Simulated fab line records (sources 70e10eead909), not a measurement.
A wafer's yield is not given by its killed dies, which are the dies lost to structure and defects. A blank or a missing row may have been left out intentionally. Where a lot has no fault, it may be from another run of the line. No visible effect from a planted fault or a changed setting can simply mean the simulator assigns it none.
fab line records	flow nandHarc	part 2 of 2: steps 5 to 6 of 6
record: lots: 21	wafers: 63	lastDay: 25
route steps=1159 shown A_CHANNEL_HOLE_D1@479 A_CHANNEL_FILL_D1@493 A_STAIRCASE@531
lots that met no fault: taken from a fault-free run of the same line
startH: the number of hours between the record's first day and the start of the first shown wafer of the lot	waitH: time in hours since the lot's previous step	" as in the row above	L1.1+2: a single row standing in for several wafers	- value missing, or start not given	* or withheld: withheld	< > ~ a bound
route shown NAME@n: NAME is a module with steps in the file, n the number in the route of the first one	usual: mean and standard deviation over wafers with no fault	same: alike in all rows	chamber/n: place in a boat	sites: the reading at each site	_std_site: the standard deviation of these	_edge_site: inner sites' mean taken away from outer sites' mean	radiusMm: for every site, how far away it sits from the centre of the wafer	mask NAME#n: copy n	behind: tool/chamber where the wafer was last shaped	hold: why the lot went on hold/how many hours it stayed there/how the hold came to an end	device: names the non-switching transistor (n, p or np)	end of line: at the end of the route, the tests of the same wafers	a step given without rows: its recipe and nothing more	killed: dies that structure and defects cost at the first sort, which is not the same as the wafer's yield	map: per-die view of a wafer (x killed, . not killed, _ where there is no die)
set.NAME: the run value of the setting; set.NAME@STEP: its run value at that earlier step	model.NAME: the simulator's own value behind a step, which no gauge read
route steps across a sampled set of lots; one table per step, one row per wafer
services: from which hour (startH, from the record's first day; less than 0 if before it) a tool's chamber was out of use, for how many hours, and why
== steps ==
step: NHARC_A_STAIRCASE_TRIM_16
recipe: timeS: 211.2	o2FlowSccm: 500	arFlowSccm: 0	biasW: 0	chemistry: O2
usual: drypumpMotorCurrentA: 5.8/0.42	oesProductAu: 1.000/0.011	rfVppV: 57.6/0.87	showerheadPlenumPTorr: 3.49/0.14	throttleValvePct: 17.036/0.0092
lot.wafer	tool	chamber	startH	waitH	drypumpMotorCurrentA	oesProductAu	rfHoursCounterH	rfVppV	showerheadPlenumPTorr	throttleValvePct
L074.4	rieDiel-04	3	-	-	6.2	1.013	37	57.7	3.39	17.050
L074.3	"	0	"	"	5.8	1.004	36	56.9	3.33	17.041
L074.1	"	1	"	"	6.5	1.028	35	57.6	3.55	17.031
L075.4	rieDiel-02	2	-	-	6.1	1.007	31	57.7	3.52	17.050
L075.1	"	3	"	"	5.4	1.015	34	56.5	3.67	17.027
L075.5	"	2	"	"	6.1	1.001	-	57.9	3.52	17.046
L076.3	rieDiel-02	0	-	-	5.5	1.002	31	58.6	3.49	17.033
L076.2	"	3	"	"	5.4	1.022	34	58.2	3.67	17.033
L076.5	"	0	"	"	5.5	0.996	-	58.0	3.49	17.043
L078.1	rieDiel-13	2	-	-	5.8	0.998	54	55.0	3.46	17.026
L078.6	"	3	"	"	5.4	0.992	-	59.4	3.78	17.040
L078.5	"	0	"	"	5.3	0.994	-	58.1	3.36	17.030
L077.1	rieDiel-04	3	-	-	6.2	1.003	50	57.2	3.38	17.031
L077.3	"	1	"	"	6.6	1.014	50	58.5	3.54	17.028
L077.2	"	2	"	"	6.3	1.000	51	57.5	3.27	17.043
L082.4	rieDiel-02	2	-	-	6.1	1.001	42	57.6	3.51	17.044
L082.1	"	1	"	"	5.6	0.987	40	57.6	3.44	17.036
L082.6	"	2	"	"	6.1	1.007	-	57.1	3.51	17.045
L080.4	rieDiel-02	3	-	-	5.4	1.016	46	57.3	3.66	17.035
L080.3	"	0	"	"	5.5	0.994	43	57.6	3.49	17.041
L080.6	"	0	"	"	5.4	0.997	-	59.0	3.49	17.024
L081.2	rieDiel-04	1	-	-	6.6	1.026	57	56.6	3.54	17.041
L081.6	"	2	"	"	6.3	0.997	-	57.1	3.27	17.024
L081.5	"	3	"	"	6.2	0.998	-	57.9	3.37	17.035
L083.1	rieDiel-02	3	-	-	5.4	1.011	52	58.7	3.66	17.033
L083.3	"	1	"	"	5.5	0.981	49	56.2	3.43	17.024
L083.6	"	3	"	"	5.4	1.010	-	59.2	3.66	17.048
L084.4	rieDiel-13	3	-	-	5.4	0.986	4	59.0	3.77	17.033
L084.3	"	1	"	"	6.3	0.991	5	58.5	3.49	17.040
L084.2	"	2	"	"	5.8	0.985	5	57.9	3.45	17.055
L087.2	rieDiel-04	2	-	-	6.3	0.998	3	57.1	3.81	17.013
L087.4	"	0	"	"	5.8	0.995	4	58.8	3.32	17.047
L087.5	"	2	"	"	6.3	0.983	-	58.1	3.81	17.034
L086.4	rieDiel-13	2	-	-	5.8	0.997	10	56.3	3.45	17.037
L086.3	"	1	"	"	6.3	1.005	10	59.0	3.48	17.028
L086.5	"	2	"	"	5.8	1.009	-	57.9	3.45	17.012
L088.2	rieDiel-02	0	-	-	5.4	0.999	56	56.4	3.48	17.030
L088.4	"	1	"	"	5.5	0.998	56	56.9	3.43	17.036
L088.5	"	0	"	"	5.4	0.997	-	57.8	3.48	17.041
L085.3	rieDiel-04	3	-	-	6.2	1.009	10	59.0	3.37	17.035
L085.5	"	3	"	"	6.2	1.006	-	57.7	3.37	17.027
L085.6	"	0	"	"	5.8	1.004	-	58.0	3.31	17.037
L090.3	rieDiel-04	0	-	-	5.8	0.985	13	56.7	3.31	17.045
L090.5	"	0	"	"	5.8	1.000	-	57.6	3.31	17.012
L090.4	"	1	"	"	6.5	1.021	-	57.1	3.53	17.048
L089.1	rieDiel-13	0	-	-	5.3	1.000	16	57.8	3.34	17.022
L089.6	"	1	"	"	6.3	1.000	-	57.8	3.48	17.045
L089.5	"	2	"	"	5.8	1.003	-	57.0	3.45	17.048
L091.2	rieDiel-04	2	-	-	6.4	0.992	11	59.0	3.80	17.021
L091.5	"	0	"	"	5.8	0.985	-	58.1	3.31	17.036
L091.6	"	1	"	"	6.5	1.024	-	57.7	3.53	17.034
L094.4	rieDiel-13	0	-	-	5.3	0.995	21	56.9	3.34	17.031
L094.1	"	2	"	"	5.8	0.995	24	58.6	3.44	17.021
L094.6	"	3	"	"	5.5	0.994	-	58.0	3.76	17.044
L093.3	rieDiel-13	0	-	-	5.3	0.995	21	55.8	3.34	17.030
L093.2	"	2	"	"	5.8	1.005	24	56.9	3.44	17.027
L093.6	"	1	"	"	6.3	1.007	-	56.6	3.48	17.028
L095.3	rieDiel-13	3	-	-	5.4	0.990	27	57.0	3.76	17.047
L095.5	"	3	"	"	5.4	0.995	-	58.6	3.76	17.045
L095.6	"	0	"	"	5.3	0.993	-	57.0	3.34	17.038
L097.2	rieDiel-02	1	-	-	5.5	0.982	13	57.6	3.42	17.034
L097.4	"	2	"	"	6.1	1.004	14	57.6	3.49	17.028
L097.3	"	3	"	"	5.4	1.009	14	58.9	3.65	17.026
step: NHARC_A_STAIRCASE_TRIM_20
recipe: timeS: 211.2	o2FlowSccm: 500	arFlowSccm: 0	biasW: 0	chemistry: O2
usual: drypumpMotorCurrentA: 5.8/0.41	oesProductAu: 1.001/0.012	rfVppV: 57.8/0.85	showerheadPlenumPTorr: 3.50/0.15	throttleValvePct: 17.037/0.0089
lot.wafer	tool	chamber	startH	waitH	drypumpMotorCurrentA	oesProductAu	rfHoursCounterH	rfVppV	showerheadPlenumPTorr	throttleValvePct
L074.3	rieDiel-13	3	228.32	0.1	5.4	1.001	45	59.1	3.78	17.032
L074.4	"	1	"	"	6.3	1.002	44	58.2	3.50	17.038
L074.1	"	2	"	"	5.8	0.997	45	56.3	3.47	17.031
L075.1	rieDiel-02	0	246.33	0.1	5.4	0.993	31	57.0	3.49	17.028
L075.4	"	2	"	"	6.1	0.996	31	58.0	3.52	17.036
L075.5	"	1	"	"	5.5	0.986	-	57.7	3.44	17.039
L076.3	rieDiel-13	0	246.64	0.1	5.3	0.990	53	58.0	3.36	17.031
L076.2	"	1	"	"	6.3	1.012	50	57.7	3.49	17.024
L076.5	"	0	"	"	5.3	1.007	-	58.3	3.36	17.035
L078.1	rieDiel-02	1	257.06	0.1	5.6	0.981	32	57.3	3.44	17.032
L078.5	"	0	"	"	5.4	1.002	-	58.1	3.49	17.025
L078.6	"	1	"	"	5.6	0.987	-	58.3	3.44	17.028
L077.3	rieDiel-13	2	257.48	0.1	5.8	1.001	54	58.9	3.46	17.042
L077.1	"	3	"	"	5.5	0.996	57	58.5	3.78	17.051
L077.2	"	1	"	"	6.3	1.010	53	58.6	3.49	17.026
L082.4	rieDiel-04	3	280.80	0.1	6.2	0.999	57	57.1	3.37	17.016
L082.1	"	0	"	"	5.8	0.989	56	57.4	3.32	17.034
L082.6	"	2	"	"	6.3	0.995	-	56.8	3.27	17.025
L081.2	rieDiel-02	1	281.11	0.1	5.5	1.002	40	58.3	3.44	17.025
L081.6	"	0	"	"	5.5	1.000	-	59.0	3.49	17.041
L081.5	"	1	"	"	5.6	0.992	-	56.8	3.44	17.045
L080.3	rieDiel-04	2	281.14	0.1	6.3	1.004	59	59.1	3.27	17.048
L080.4	"	3	"	"	6.1	1.003	57	58.0	3.37	17.018
L080.6	"	2	"	"	6.3	1.007	-	58.6	3.27	17.040
L083.3	rieDiel-02	2	297.12	0.1	6.1	1.005	50	57.5	3.51	17.031
L083.1	"	1	"	"	5.6	0.992	49	57.5	3.43	17.040
L083.6	"	3	"	"	5.4	1.012	-	56.8	3.66	17.039
L084.4	rieDiel-13	3	297.23	0.1	5.4	1.001	4	58.8	3.77	17.048
L084.2	"	1	"	"	6.3	1.010	5	58.3	3.49	17.038
L084.3	"	2	"	"	5.8	1.003	5	57.4	3.45	17.028
L087.2	rieDiel-04	2	312.75	0.1	6.3	0.996	4	58.4	3.81	17.038
L087.4	"	1	"	"	6.6	1.021	4	58.1	3.53	17.031
L087.5	"	3	"	"	6.1	1.001	-	57.0	3.37	17.020
L086.3	rieDiel-02	3	313.49	0.1	5.4	1.012	58	58.0	3.66	17.032
L086.4	"	1	"	"	5.5	0.986	56	57.2	3.43	17.031
L086.5	"	0	"	"	5.5	1.000	-	57.3	3.48	17.024
L088.4	rieDiel-02	0	313.85	0.1	5.4	1.007	57	56.9	3.48	17.041
L088.2	"	3	"	"	5.4	1.025	58	58.4	3.66	17.041
L088.5	"	0	"	"	5.4	0.997	-	58.4	3.48	17.047
L085.3	rieDiel-13	1	322.84	0.2	6.3	1.011	15	58.9	3.48	17.035
L085.5	"	3	"	"	5.4	0.992	-	58.2	3.76	17.046
L085.6	"	0	"	"	5.3	1.009	-	57.1	3.34	17.022
L090.3	rieDiel-13	2	332.34	0.1	5.8	0.992	19	57.9	3.45	17.025
L090.4	"	3	"	"	5.4	0.986	16	59.6	3.76	17.030
L090.5	"	2	"	"	5.8	1.000	-	58.9	3.45	17.028
L089.1	rieDiel-04	0	332.37	0.1	5.8	0.995	14	56.9	3.31	17.059
L089.6	"	3	"	"	6.2	1.006	-	56.8	3.37	17.043
L089.5	"	0	"	"	5.8	0.996	-	59.2	3.31	17.034
L091.2	rieDiel-04	0	338.00	0.1	5.8	1.002	17	56.6	3.31	17.036
L091.6	"	2	"	"	6.3	1.015	-	59.3	3.80	17.045
L091.5	"	3	"	"	6.2	1.005	-	57.9	3.36	17.043
L094.4	rieDiel-13	2	345.20	0.1	5.8	0.993	24	57.7	3.44	17.034
L094.1	"	1	"	"	6.3	1.001	24	57.4	3.48	17.031
L094.6	"	3	"	"	5.5	0.998	-	57.0	3.76	17.027
L093.3	rieDiel-02	2	345.54	0.1	6.1	0.991	3	57.6	3.50	17.036
L093.2	"	3	"	"	5.4	0.997	3	58.7	3.65	17.040
L093.6	"	2	"	"	6.1	0.997	-	57.4	3.50	17.035
L095.3	rieDiel-04	0	359.33	0.1	5.8	0.998	26	56.2	3.30	17.043
L095.6	"	1	"	"	6.5	1.018	-	57.8	3.52	17.049
L095.5	"	2	"	"	6.3	1.007	-	59.0	3.80	17.041
L097.3	rieDiel-04	1	378.27	0.1	6.6	1.031	32	58.5	3.52	17.032
L097.2	"	0	"	"	5.8	0.990	31	57.6	3.30	17.022
L097.4	"	2	"	"	6.3	0.998	-	59.3	3.79	17.044
== services ==
tool	chamber	startH	hours	kind
rieDiel-02	-	150.91	9.0	pm
rieDiel-02	0	150.91	9.0	ventCycle
rieDiel-02	1	150.91	9.0	ventCycle
rieDiel-02	2	150.91	9.0	ventCycle
rieDiel-03	1	157.87	9.1	repair
harEtch-01	-	170.74	3.5	repair
aldSinBatch-03	-	193.18	21.4	repair
rieDiel-09	2	199.93	2.5	repair
rieDiel-13	1	201.55	12.4	repair
rieDiel-12	-	202.40	9.0	pm
rieDiel-13	0	213.81	5.5	repair
rieDiel-03	-	215.30	9.0	pm
rieDiel-03	1	242.74	9.6	repair
rieDiel-09	-	254.10	9.0	pm
rieDiel-13	-	276.00	9.0	pm
harEtch-01	-	290.34	5.0	repair
harEtch-01	-	305.00	17.0	pm
aldSinBatch-03	-	314.00	26.0	pm
rieDiel-09	3	317.07	4.9	repair
rieDiel-04	2	328.79	7.2	repair
rieDiel-09	2	336.39	7.4	repair
rieDiel-03	-	345.17	0.1	repair
rieDiel-04	3	365.31	26.3	repair
rieDiel-09	-	369.84	0.8	repair
